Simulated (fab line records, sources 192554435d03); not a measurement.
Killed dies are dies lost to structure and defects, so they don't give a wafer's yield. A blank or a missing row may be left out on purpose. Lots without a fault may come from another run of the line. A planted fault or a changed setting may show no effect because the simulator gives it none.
fab line records | flow n5_finfet
record lots=9 wafers=27 last_day=18
route steps=1938 shown BEOL_M3@1009 BEOL_M4@1034 PASSIVATION@1936
lots that met no fault: from a run of the same line without faults
start_h: hours from the record's first day to the start of the lot's first wafer shown | wait_h: hours since the lot's step before | " the same as in the row above | L1.1+2: a row that stands for several wafers | - no value, or no start given | * or withheld: withheld | < > ~ a bound
route shown NAME@n: a module of which the file shows steps, and the number in the route of the first | usual: mean/standard deviation of fault-free wafers | same: alike in all rows | chamber/n: place in a boat | sites: the reading at each site | _std_site: their standard deviation | _edge_site: outer sites' mean less inner sites' | radius_mm: how far each site lies from the wafer's centre | mask NAME#n: copy n | behind: the tool/chamber that last shaped the wafer | hold: why the lot was held/for how many hours/how that ended | device: the transistor (n, p or np) that didn't switch | end of line: the same wafers' tests at the end of the route | a step without rows: its recipe alone | killed: dies lost to structure and defects at the first sort, not the wafer's yield | map: a wafer's dies, x killed, . not, _ none there
set.NAME: the setting as run; set.NAME@STEP: as run at that earlier step | model.NAME: the simulator's own value behind a step, which no gauge read
steps of the route over a sample of lots; a table a step, a row a wafer
services: from which hour (start_h, from the record's first day; less than 0 if before it) a tool's chamber was out of use, for how many hours, and why
## steps
# step N5_BEOL_M3_ANNEAL_95
# recipe temp_c=400 time_s=240 ambient=vacuum
# usual heater_power_w=826/83
# columns lot.wafer tool chamber start_h wait_h heater_power_w
L896.2 pvd_sputter-02 - 154.77 0.0 853
L896.3 " - " " 903
L896.6 " - " " 838
L900.1 pvd_sputter-03 - 189.45 0.0 985
L900.2 " - " " 963
L900.5 " - " " 724
L903.1 pvd_sputter-03 - 204.00 3.2 713
L903.5 " - " " 998
L903.6 " - " " 726
L907.1 pvd_sputter-02 - 232.95 0.0 839
L907.5 " - " " 727
L907.6 " - " " 834
L910.1 pvd_sputter-03 - 240.33 0.0 990
L910.2 " - " " 748
L910.3 " - " " 970
L912.2 pvd_sputter-03 - 263.62 0.0 1007
L912.3 " - " " 846
L912.5 " - " " 851
L915.2 pvd_sputter-01 - 269.81 0.0 733
L915.3 " - " " 841
L915.4 " - " " 808
L918.2 pvd_sputter-02 - 286.86 0.0 773
L918.3 " - " " 915
L918.5 " - " " 720
L916.1 pvd_sputter-01 - 298.08 0.0 806
L916.3 " - " " 834
L916.5 " - " " 854
# step N5_BEOL_M4_CD_MEAS_11
# recipe target_cd_nm=16.79 landing_energy_ev=500 detector=se_inlens polarity=opening
# usual cd_nm=16.75/0.24
# same landing_energy_ev=500
# columns lot.wafer tool chamber start_h wait_h cd_nm
L896.2 cd_sem-01 0 160.45 - 16.84
L896.3 " 0 " " 16.89
L896.6 " 0 " " 17.05
L900.1 cd_sem-01 0 193.76 - 16.80
L900.2 " 0 " " 16.90
L900.5 " 0 " " 16.55
L903.1 cd_sem-02 0 205.83 - 16.90
L903.5 " 0 " " 16.42
L903.6 " 0 " " 16.31
L907.1 cd_sem-01 0 235.40 - 16.42
L907.5 " 0 " " 17.00
L907.6 " 0 " " 16.93
L910.1 cd_sem-01 0 242.28 - 16.42
L910.2 " 0 " " 16.42
L910.3 " 0 " " 16.94
L912.2 cd_sem-01 0 267.02 - 16.91
L912.3 " 0 " " 16.29
L912.5 " 0 " " 17.17
L915.2 cd_sem-01 0 272.69 - 16.59
L915.3 " 0 " " 16.40
L915.4 " 0 " " 16.67
L918.2 cd_sem-01 0 289.86 - 16.40
L918.3 " 0 " " 16.82
L918.5 " 0 " " 16.58
L916.1 cd_sem-03 0 300.44 - 16.73
L916.3 " 0 " " 16.89
L916.5 " 0 " " 16.74
# step N5_BEOL_M4_ETCH_63
# recipe chemistry=CF4 target=SiARC target_depth_a=156 mask_material=CAR-EUV time_s=26 ion_energy_ev=80 pressure_mtorr=40 source_w=545 bias_w=36 Ar_flow_sccm=100 cf4_flow_sccm=100 ends=cleared
# usual drypump_motor_current_A=6.0/0.38 etch_rf_on_time_s=26.0/0.38 oes_product_au=0.69/0.071 rf_vpp_V=184.2/1 showerhead_plenum_p_Torr=2.14/0.05 throttle_valve_pct=15.66/0.27
# columns lot.wafer tool chamber start_h wait_h drypump_motor_current_A etch_rf_on_time_s oes_product_au rf_hours_counter_h rf_vpp_V showerhead_plenum_p_Torr throttle_valve_pct
L896.2 rie_diel-05 1 160.69 0.0 6.2 27.0 0.58 245 183.9 2.10 15.99
L896.3 " 2 " " 6.3 25.6 0.70 72 183.7 2.09 15.36
L896.6 " 2 " " 6.4 25.7 0.70 - 182.8 2.09 15.38
L900.1 rie_diel-05 3 193.96 0.0 6.2 17.2 0.78 218 185.4 2.21 16.04
L900.2 " 2 " " 6.3 16.9 0.89 87 182.2 2.08 15.41
L900.5 " 3 " " 6.2 17.3 0.77 - 186.1 2.21 16.04
L903.1 rie_diel-05 1 206.62 0.0 6.2 17.2 1.02 3 184.2 2.10 15.53
L903.5 " 1 " " 6.2 17.1 1.03 - 183.7 2.10 15.53
L903.6 " 0 " " 6.1 17.2 0.91 - 184.1 2.08 15.31
L907.1 rie_diel-03 3 235.58 0.0 6.3 25.9 0.68 128 183.6 2.15 15.52
L907.5 " 1 " " 6.5 25.9 0.76 - 183.4 2.10 15.71
L907.6 " 0 " " 5.7 25.5 0.71 - 186.6 2.17 15.82
L910.1 rie_diel-04 0 242.45 0.0 5.4 25.8 0.80 20 184.2 2.18 15.25
L910.2 " 1 " " 6.0 26.2 0.58 215 184.3 2.12 15.71
L910.3 " 3 " " 6.3 26.0 0.79 13 184.6 2.27 15.58
L912.2 rie_diel-03 3 267.35 0.0 6.3 26.1 0.66 143 184.4 2.14 15.53
L912.3 " 0 " " 5.7 25.8 0.69 102 185.1 2.16 15.87
L912.5 " 3 " " 6.3 26.0 0.67 - 183.6 2.14 15.53
L915.2 rie_diel-03 3 272.97 0.0 6.3 26.2 0.66 145 184.1 2.14 15.53
L915.3 " 1 " " 6.5 25.9 0.73 47 182.7 2.09 15.76
L915.4 " 0 " " 5.8 25.7 0.69 105 186.3 2.16 15.85
L918.2 rie_diel-03 0 290.03 0.0 5.7 25.6 0.68 112 184.9 2.16 15.88
L918.3 " 2 " " 5.5 25.6 0.81 6 184.9 2.19 15.77
L918.5 " 3 " " 6.3 26.2 0.65 - 183.6 2.14 15.57
L916.1 rie_diel-05 0 300.64 0.0 6.1 26.6 0.67 115 183.9 2.07 15.37
L916.3 " 1 " " 6.2 26.3 0.73 34 184.0 2.09 15.59
L916.5 " 0 " " 6.0 26.5 0.67 - 183.3 2.07 15.36
# step N5_BEOL_M4_HM_OPEN_17
# recipe chemistry=Cl2/BCl3 target_depth_a=200 overetch_a=60 target=TiN mask_material=SOC ion_energy_ev=150 pressure_mtorr=10 icp_w=1000 bias_w=126 Cl2_flow_sccm=53.25 bcl3_flow_sccm=21.75 Ar_flow_sccm=25
# usual drypump_motor_current_A=5.6/0.44 oes_product_au=0.68/0.07 throttle_valve_pct=22.22/0.23
# columns lot.wafer tool chamber start_h wait_h drypump_motor_current_A oes_product_au rf_hours_counter_h throttle_valve_pct
L896.2 rie_metal-02 1 160.89 0.0 6.3 0.72 20 21.92
L896.3 " 0 " " 5.1 0.75 - 21.94
L896.6 " 1 " " 6.3 0.73 - 21.94
L900.1 rie_metal-01 0 194.26 0.0 5.2 0.80 2 22.45
L900.2 " 1 " " 5.7 0.58 83 22.39
L900.5 " 0 " " 5.2 0.80 - 22.46
L903.1 rie_metal-02 1 206.83 0.0 6.3 0.69 24 21.97
L903.5 " 1 " " 6.3 0.70 - 21.97
L903.6 " 0 " " 5.1 0.72 - 21.96
L907.1 rie_metal-02 0 235.78 0.0 5.2 0.71 22 21.97
L907.5 " 0 " " 5.1 0.71 - 21.97
L907.6 " 1 " " 6.3 0.68 - 21.97
L910.1 rie_metal-01 1 242.66 0.0 5.7 0.59 88 22.37
L910.2 " 0 " " 5.2 0.79 7 22.43
L910.3 " 0 " " 5.1 0.78 - 22.42
L912.2 rie_metal-03 0 267.55 0.0 5.5 0.62 61 22.33
L912.3 " 0 " " 5.5 0.63 - 22.34
L912.5 " 0 " " 5.5 0.63 - 22.35
L915.2 rie_metal-02 0 273.20 0.1 5.1 0.70 - 21.97
L915.3 " 0 " " 5.2 0.71 - 21.96
L915.4 " 0 " " 5.1 0.71 - 21.98
L918.2 rie_metal-01 0 290.23 0.0 5.2 0.77 11 22.45
L918.3 " 0 " " 5.2 0.76 - 22.46
L918.5 " 0 " " 5.1 0.76 - 22.46
L916.1 rie_metal-03 1 300.85 0.0 6.0 0.69 34 22.51
L916.3 " 1 " " 6.0 0.68 - 22.52
L916.5 " 1 " " 6.0 0.69 - 22.48
# step N5_BEOL_M4_RC_MEAS_101
# usual DIBL_N=36.5/1.4 DIBL_P=36.9/1.7 IOFF_N=0.163/0.023 IOFF_P=0.22/0.032 ION_N=673/9 ION_P=462/7.5 SS_N=71.6/0.54 SS_P=73.4/0.62 VT_N=249.8/2.8 VT_P=-250/3.5
# columns lot.wafer tool chamber start_h wait_h DIBL_N[mV/V] DIBL_P[mV/V] IOFF_N[nA/um] IOFF_P[nA/um] ION_N[uA/um] ION_P[uA/um] SS_N[mV/dec] SS_P[mV/dec] VT_N[mV] VT_P[mV]
L896.2 prober-01 0 167.30 0.2 35.0 35.9 0.143 0.21 657 457 71.2 73.6 253.3 -248
L896.3 " 0 " " 37.3 38.7 0.184 0.26 680 468 71.9 74.2 247.2 -245
L896.6 " 0 " " 36.1 37.2 0.163 0.23 663 460 72.0 73.8 250.5 -249
L900.1 prober-02 0 210.53 0.0 37.1 37.7 0.158 0.21 673 458 71.7 73.4 250.3 -253
L900.2 " 0 " " 38.0 39.2 0.177 0.23 682 465 71.6 73.7 247.7 -250
L900.5 " 0 " " 38.9 40.3 0.197 0.26 686 460 72.0 74.4 247.2 -249
L903.1 prober-01 0 213.11 0.0 36.0 37.5 0.176 0.25 676 468 71.8 74.1 248.6 -244
L903.5 " 0 " " 35.8 37.3 0.174 0.25 672 469 71.7 74.3 246.6 -248
L903.6 " 0 " " 36.5 37.8 0.187 0.27 679 469 73.1 73.4 249.4 -246
L907.1 prober-02 0 245.61 0.0 37.6 38.3 0.190 0.26 675 466 71.9 73.5 247.7 -248
L907.5 " 0 " " 35.4 34.8 0.134 0.19 655 447 70.7 72.7 255.9 -253
L907.6 " 0 " " 36.4 36.9 0.165 0.23 686 467 71.2 73.6 248.5 -251
L910.1 prober-01 0 250.54 0.0 37.3 38.5 0.196 0.24 682 462 71.8 74.2 245.1 -249
L910.2 " 0 " " 38.3 39.0 0.204 0.25 694 464 71.9 74.2 244.8 -248
L910.3 " 0 " " 36.1 36.6 0.161 0.22 687 469 70.9 74.0 248.7 -249
L912.2 prober-02 0 276.68 0.2 36.8 38.5 0.174 0.21 686 462 71.9 73.5 247.8 -251
L912.3 " 0 " " 36.8 38.7 0.182 0.24 684 470 71.7 73.6 248.8 -248
L912.5 " 0 " " 37.8 40.1 0.198 0.25 688 467 72.4 73.6 244.6 -246
L915.2 prober-02 0 282.28 0.2 37.8 39.6 0.191 0.22 679 457 71.9 74.2 247.5 -252
L915.3 " 0 " " 35.1 36.1 0.142 0.17 671 448 71.0 73.7 251.1 -258
L915.4 " 0 " " 34.4 35.9 0.128 0.17 656 454 70.8 73.8 255.7 -254
L918.2 prober-02 0 303.82 0.2 37.3 36.0 0.184 0.25 675 464 71.8 73.7 246.7 -246
L918.3 " 0 " " 38.3 37.0 0.213 0.29 673 460 71.7 74.9 245.4 -246
L918.5 " 0 " " 37.7 35.6 0.183 0.25 673 462 72.7 74.1 249.9 -247
L916.1 prober-01 0 307.65 0.0 32.4 32.4 0.116 0.17 662 457 70.1 72.2 252.3 -253
L916.3 " 0 " " 33.6 34.1 0.125 0.18 672 472 70.4 72.7 252.2 -251
L916.5 " 0 " " 33.5 33.6 0.126 0.17 670 458 70.2 72.0 247.5 -254
# step N5_PASSIVATION_PROBE_49
# usual defect_limited_yield=91.2/1.4 killed_at_M0_to_M3=35/11 killed_at_M4_up=12/4.2 killed_at_contacts=13/5.6 killed_at_front_end=40/12 killed_at_other=3.3/2.6 killed_dies=103/17 killed_on_rim=14/4.5 killed_open=68/12 killed_short=34/7.6 sort_bin_5_function=5.1/0.95 sort_bin_6_memory=3.3/0.68 sort_n_pass=1077/17 sort_yield_pct=91.2/1.4
# same gross_dies=1180 killed_at_back_side=0 sort_bin_4_leakage[%]=0 sort_bin_8_speed[%]=0
# columns lot.wafer tool chamber start_h wait_h defect_limited_yield[%] killed_at_M0_to_M3 killed_at_M4_up killed_at_contacts killed_at_front_end killed_at_other killed_dies killed_on_rim killed_open killed_short sort_bin_5_function[%] sort_bin_6_memory[%] sort_n_pass sort_yield_pct[%]
L896.2 prober-01 - 273.63 0.1 95.3 30 6 6 13 0 55 5 37 18 2.5 1.9 1125 95.3
L896.3 prober-01 - 273.68 0.1 92.9 22 18 13 31 0 84 9 57 25 4.3 2.6 1096 92.9
L896.6 prober-01 - 273.83 0.3 91.5 40 13 12 34 1 100 14 68 32 4.6 3.3 1080 91.5
L900.1 prober-02 - 318.73 0.0 92.5 27 10 7 41 4 89 14 62 25 4.4 2.9 1091 92.5
L900.2 prober-02 - 318.78 0.1 93.7 22 12 9 25 6 74 13 49 23 3.9 2.4 1106 93.7
L900.5 prober-02 - 318.93 0.2 89.4 45 11 32 30 7 125 24 84 39 6.4 4.1 1055 89.4
L903.1 prober-01 - 319.35 0.0 91.8 37 25 7 24 4 97 14 65 32 4.6 3.3 1083 91.8
L903.5 prober-01 - 319.55 0.2 91.7 26 12 19 39 2 98 8 68 30 5.3 2.9 1082 91.7
L903.6 prober-01 - 319.60 0.3 91.7 26 12 12 47 1 98 9 63 35 4.3 3.8 1082 91.7
L907.1 prober-02 - 339.91 0.0 89.6 43 17 12 51 0 123 17 80 38 6.0 3.6 1057 89.6
L907.5 prober-02 - 340.11 0.2 91.5 30 15 4 42 9 100 11 57 43 5.0 3.3 1080 91.5
L907.6 prober-02 - 340.16 0.3 90.9 23 15 10 56 3 107 21 68 37 5.3 3.1 1073 90.9
L910.1 prober-01 - 349.13 0.0 93.5 27 5 11 26 8 77 5 61 16 4.1 2.5 1103 93.5
L910.2 prober-01 - 349.18 0.1 91.3 28 11 17 42 5 103 12 66 36 4.7 3.5 1077 91.3
L910.3 prober-01 - 349.23 0.1 92.7 18 9 11 47 1 86 9 57 27 5.0 1.9 1094 92.7
L912.2 prober-01 - 374.96 0.1 88.6 37 8 19 68 3 135 16 91 44 6.9 4.1 1045 88.6
L912.3 prober-01 - 375.01 0.1 88.1 50 14 5 68 4 141 16 98 42 6.4 5.3 1039 88.1
L912.5 prober-01 - 375.11 0.2 87.9 67 12 15 46 3 143 19 86 54 7.5 4.0 1037 87.9
L915.2 prober-02 - 383.03 0.1 90.3 55 7 14 35 4 115 15 67 47 6.5 3.1 1065 90.3
L915.3 prober-02 - 383.08 0.1 88.6 46 12 21 46 9 134 20 96 37 7.2 3.6 1046 88.6
L915.4 prober-02 - 383.13 0.2 89.5 59 15 21 26 3 124 20 82 40 6.9 3.3 1056 89.5
L916.1 prober-02 - 414.42 0.0 91.4 26 20 8 45 2 101 19 70 24 4.8 3.2 1079 91.4
L916.3 prober-02 - 414.52 0.1 91.4 16 14 16 53 2 101 13 56 43 5.2 2.9 1079 91.4
L916.5 prober-02 - 414.62 0.2 92.9 18 17 13 36 0 84 9 55 26 4.2 2.6 1096 92.9
L918.2 prober-02 - 426.90 0.1 92.2 13 11 7 60 1 92 11 62 29 5.1 2.5 1088 92.2
L918.3 prober-02 - 426.95 0.1 89.2 28 11 17 72 0 128 14 93 35 6.8 3.9 1052 89.2
L918.5 prober-02 - 427.05 0.2 89.3 39 11 14 61 1 126 20 91 35 6.5 4.0 1054 89.3
# killed by level:class
L896.2 BEOL_M2:geometric_particle:open=9 MOL_CONTACT_COAG:geometric_particle:open=6 STI_FIN_REVEAL:geometric_particle:open=5 BEOL_M1:geometric_particle:open=5 BEOL_M0_SAQP:geometric_particle:short=4 BEOL_M0_SAQP:geometric_particle:open=4 BEOL_M1:geometric_particle:short=4 STI_FIN_REVEAL:geometric_particle:short=2
L896.3 MOL_CONTACT_COAG:geometric_particle:open=10 BEOL_M4:geometric_particle:open=9 STI_FIN_REVEAL:geometric_particle:open=8 BEOL_M3:geometric_particle:open=6 BEOL_M1:geometric_particle:open=5 ILD0:geometric_particle:open=4 ILD0:geometric_particle:short=4 BEOL_M0_SAQP:geometric_particle:open=4
L896.6 STI_FIN_REVEAL:geometric_particle:open=13 BEOL_M0_SAQP:geometric_particle:short=11 MOL_CONTACT_COAG:geometric_particle:open=10 BEOL_M0_SAQP:geometric_particle:open=9 BEOL_M1:geometric_particle:open=7 BEOL_M4:geometric_particle:open=6 BEOL_M2:geometric_particle:open=6 ILD0:geometric_particle:short=4
L900.1 DUMMY_GATE:geometric_particle:open=14 BEOL_M0_SAQP:geometric_particle:short=9 BEOL_M0_SAQP:geometric_particle:open=8 MOL_CONTACT_COAG:geometric_particle:open=7 BEOL_M1:geometric_particle:open=6 STI_FIN_REVEAL:geometric_particle:open=5 DUMMY_GATE:geometric_particle:short=5 ILD0:geometric_particle:open=3
L900.2 MOL_CONTACT_COAG:geometric_particle:open=9 BEOL_M0_SAQP:geometric_particle:open=9 FIN_SAQP:geometric_particle:short=6 FIN_SAQP:geometric_particle:open=5 STI_FIN_REVEAL:geometric_particle:open=4 BEOL_M0:geometric_particle:short=4 STARTING-WAFER:geometric_particle:open=4 BEOL_M0_SAQP:geometric_particle:short=3
L900.5 MOL_CONTACT_COAG:geometric_particle:open=23 BEOL_M0_SAQP:geometric_particle:open=14 BEOL_M1:geometric_particle:open=10 FIN_SAQP:geometric_particle:short=9 MOL_CONTACT_COAG:geometric_particle:short=9 FIN_SAQP:geometric_particle:open=7 BEOL_M0_SAQP:geometric_particle:short=6 BEOL_M2:geometric_particle:open=6
L903.1 BEOL_M4:geometric_particle:open=14 BEOL_M0_SAQP:geometric_particle:short=9 BEOL_M3:geometric_particle:open=8 MOL_CONTACT_COAG:geometric_particle:open=6 BEOL_M1:geometric_particle:open=6 FIN_SAQP:geometric_particle:short=5 BEOL_M0_SAQP:geometric_particle:open=5 BEOL_M4:geometric_particle:short=5
L903.5 MOL_CONTACT_COAG:geometric_particle:open=17 FIN_SAQP:geometric_particle:open=11 BEOL_M4:geometric_particle:open=9 FIN_SAQP:geometric_particle:short=8 BEOL_M3:geometric_particle:open=7 BEOL_M0_SAQP:geometric_particle:open=6 GATE_CUT:geometric_particle:short=5 BEOL_M0_SAQP:geometric_particle:short=5
L903.6 STI_FIN_REVEAL:geometric_particle:open=10 MOL_CONTACT_COAG:geometric_particle:open=10 BEOL_M4:geometric_particle:open=9 FIN_SAQP:geometric_particle:short=8 DUMMY_GATE:geometric_particle:open=7 ILD0:geometric_particle:short=5 BEOL_M0_SAQP:geometric_particle:open=5 BEOL_M3:geometric_particle:open=5
L907.1 STI_FIN_REVEAL:geometric_particle:open=14 BEOL_M0_SAQP:geometric_particle:short=13 BEOL_M0_SAQP:geometric_particle:open=13 BEOL_M4:geometric_particle:open=10 MOL_CONTACT_COAG:geometric_particle:open=9 FIN_SAQP:geometric_particle:open=6 DUMMY_GATE:geometric_particle:open=5 ILD0:geometric_particle:open=4
L907.5 BEOL_M0_SAQP:geometric_particle:short=10 BEOL_M4:geometric_particle:open=9 BEOL_M0_SAQP:geometric_particle:open=9 ILD0:geometric_particle:short=8 STI_FIN_REVEAL:geometric_particle:open=6 ILD0:geometric_particle:open=5 GATE_CUT:geometric_particle:short=4 MOL_CONTACT_COAG:geometric_particle:open=4
L907.6 STI_FIN_REVEAL:geometric_particle:open=14 MOL_CONTACT_COAG:geometric_particle:open=9 FIN_SAQP:geometric_particle:open=8 ILD0:geometric_particle:short=6 GATE_CUT:geometric_particle:short=6 BEOL_M0_SAQP:geometric_particle:open=5 BEOL_M1:geometric_particle:open=5 FIN_SAQP:geometric_particle:short=4
L910.1 BEOL_M1:geometric_particle:open=11 STI_FIN_REVEAL:geometric_particle:open=10 MOL_CONTACT_COAG:geometric_particle:open=8 BEOL_M2:geometric_particle:open=5 BEOL_M0_SAQP:geometric_particle:short=4 MIM_TOP_ETCH:geometric_particle:open=4 BEOL_M3:geometric_particle:open=4 FIN_SAQP:geometric_particle:open=3
L910.2 MOL_CONTACT_COAG:geometric_particle:open=15 STI_FIN_REVEAL:geometric_particle:open=14 BEOL_M0_SAQP:geometric_particle:short=9 FIN_SAQP:geometric_particle:open=7 FIN_SAQP:geometric_particle:short=5 BEOL_M0_SAQP:geometric_particle:open=5 BEOL_M4:geometric_particle:open=5 BEOL_M2:geometric_particle:open=4
L910.3 FIN_SAQP:geometric_particle:short=14 FIN_SAQP:geometric_particle:open=10 MOL_CONTACT_COAG:geometric_particle:open=9 BEOL_M3:geometric_particle:open=7 GATE_CUT:geometric_particle:open=6 BEOL_M0_SAQP:geometric_particle:open=6 GATE_CUT:geometric_particle:short=3 BEOL_M4:geometric_particle:open=3
L912.2 STI_FIN_REVEAL:geometric_particle:open=22 FIN_SAQP:geometric_particle:short=15 MOL_CONTACT_COAG:geometric_particle:open=15 BEOL_M0_SAQP:geometric_particle:short=9 BEOL_M2:geometric_particle:open=9 BEOL_M0_SAQP:geometric_particle:open=8 ILD0:geometric_particle:short=5 ILD0:geometric_particle:open=5
L912.3 STI_FIN_REVEAL:geometric_particle:open=26 BEOL_M2:geometric_particle:open=15 BEOL_M0_SAQP:geometric_particle:open=10 STI_FIN_REVEAL:geometric_particle:short=9 FIN_SAQP:geometric_particle:short=8 BEOL_M0_SAQP:geometric_particle:short=7 BEOL_M4:geometric_particle:open=7 FIN_SAQP:geometric_particle:open=6
L912.5 BEOL_M2:geometric_particle:open=25 BEOL_M0_SAQP:geometric_particle:short=15 MOL_CONTACT_COAG:geometric_particle:open=12 FIN_SAQP:geometric_particle:short=11 STI_FIN_REVEAL:geometric_particle:open=11 BEOL_M1:geometric_particle:open=7 GATE_CUT:geometric_particle:short=6 BEOL_M0_SAQP:geometric_particle:open=5
L915.2 BEOL_M0_SAQP:geometric_particle:open=20 BEOL_M0_SAQP:geometric_particle:short=11 STI_FIN_REVEAL:geometric_particle:open=9 GATE_CUT:geometric_particle:short=9 MOL_CONTACT_COAG:geometric_particle:open=9 BEOL_M3:geometric_particle:open=7 MOL_CONTACT_COAG:geometric_particle:short=5 BEOL_M0:geometric_particle:short=5
L915.3 MOL_CONTACT_COAG:geometric_particle:open=15 STI_FIN_REVEAL:geometric_particle:open=13 BEOL_M2:geometric_particle:open=12 BEOL_M0_SAQP:geometric_particle:open=9 BEOL_M3:geometric_particle:open=9 BEOL_M4:geometric_particle:open=7 MOL_CONTACT_COAG:geometric_particle:short=6 STARTING-WAFER:geometric_particle:short=5
L915.4 MOL_CONTACT_COAG:geometric_particle:open=17 BEOL_M3:geometric_particle:open=13 BEOL_M0_SAQP:geometric_particle:short=11 STI_FIN_REVEAL:geometric_particle:open=9 BEOL_M1:geometric_particle:open=7 BEOL_M0_SAQP:geometric_particle:open=6 BEOL_M0:geometric_particle:open=6 BEOL_M2:geometric_particle:open=6
L916.1 FIN_SAQP:geometric_particle:short=9 BEOL_M4:geometric_particle:open=9 STI_FIN_REVEAL:geometric_particle:open=8 BEOL_M2:geometric_particle:open=8 FIN_SAQP:geometric_particle:open=7 BEOL_M3:geometric_particle:open=7 MOL_CONTACT_COAG:geometric_particle:open=6 BEOL_M1:geometric_particle:open=5
L916.3 FIN_SAQP:geometric_particle:short=18 MOL_CONTACT_COAG:geometric_particle:open=12 FIN_SAQP:geometric_particle:open=9 STI_FIN_REVEAL:geometric_particle:open=8 BEOL_M4:geometric_particle:open=8 GATE_CUT:geometric_particle:short=7 MOL_CONTACT_COAG:geometric_particle:short=4 BEOL_M1:geometric_particle:open=4
L916.5 MOL_CONTACT_COAG:geometric_particle:open=12 FIN_SAQP:geometric_particle:short=9 BEOL_M4:geometric_particle:open=6 BEOL_M1:geometric_particle:open=5 BEOL_M2:geometric_particle:open=5 FIN_SAQP:geometric_particle:open=4 GATE_CUT:geometric_particle:open=4 GATE_CUT:geometric_particle:short=4
L918.2 STI_FIN_REVEAL:geometric_particle:open=16 FIN_SAQP:geometric_particle:open=14 STI_FIN_REVEAL:geometric_particle:short=7 MOL_CONTACT_COAG:geometric_particle:open=7 FIN_SAQP:geometric_particle:short=6 GATE_CUT:geometric_particle:short=6 BEOL_M3:geometric_particle:open=4 STARTING-WAFER:geometric_particle:open=4
L918.3 STI_FIN_REVEAL:geometric_particle:open=30 FIN_SAQP:geometric_particle:open=16 MOL_CONTACT_COAG:geometric_particle:open=15 FIN_SAQP:geometric_particle:short=9 GATE_CUT:geometric_particle:short=6 BEOL_M0_SAQP:geometric_particle:open=6 BEOL_M1:geometric_particle:open=6 STI_FIN_REVEAL:geometric_particle:short=4
L918.5 STI_FIN_REVEAL:geometric_particle:open=31 MOL_CONTACT_COAG:geometric_particle:open=10 STI_FIN_REVEAL:geometric_particle:short=8 BEOL_M1:geometric_particle:open=8 BEOL_M3:geometric_particle:open=8 BEOL_M2:geometric_particle:open=7 FIN_SAQP:geometric_particle:open=6 BEOL_M0_SAQP:geometric_particle:short=6
## services
# columns tool chamber start_h hours kind
rie_diel-04 0 154.52 2.4 repair
rie_diel-04 0 161.59 5.3 repair
rie_diel-03 1 165.50 5.0 repair
rie_metal-01 0 170.61 11.9 repair
rie_diel-05 1 177.38 - clean
rie_diel-05 1 177.38 - consumable_replace:focus_ring
rie_diel-05 1 177.38 21.6 scheduled_down
rie_diel-05 1 177.38 21.6 vent_cycle
rie_metal-02 1 187.87 1.7 repair
rie_diel-05 3 202.56 13.1 repair
rie_metal-03 0 215.64 3.2 repair
rie_metal-02 0 223.35 4.1 repair
rie_metal-03 0 224.56 9.9 repair
rie_diel-03 2 245.19 - clean
rie_diel-03 2 245.19 - consumable_replace:focus_ring
rie_diel-03 2 245.19 22.5 scheduled_down
rie_diel-03 2 245.19 22.5 vent_cycle
rie_metal-02 0 258.04 13.5 repair
rie_metal-01 0 262.30 15.0 repair
rie_metal-02 1 266.37 16.0 repair
rie_metal-03 - 271.82 0.6 repair
pvd_sputter-01 - 281.97 1.4 repair
rie_diel-03 2 282.26 6.2 repair
rie_metal-02 - 290.29 1.9 repair
## key
first_sign step=N5_BEOL_M4_ETCH_63 reading=etch_rf_on_time_s direction=down sigmas=23 usual=* struck=*
effect step=N5_BEOL_M4_ETCH_63 reading=oes_product_au direction=up sigmas=2.9 usual=0.69 struck=0.90
met_at N5_BEOL_M4_ETCH_63
struck_lots L900,L903
not_acting_at N5_BEOL_M3_ANNEAL_95,N5_BEOL_M4_CD_MEAS_11,N5_BEOL_M4_HM_OPEN_17
onset_between 160.69 193.96
fault kind=process_parameter_drift tool=rie_diel-05 chamber=- onset_h=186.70 steps=N5_BEOL_M4_ETCH_63 channel=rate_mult offset=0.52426 shape=step end_h=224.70
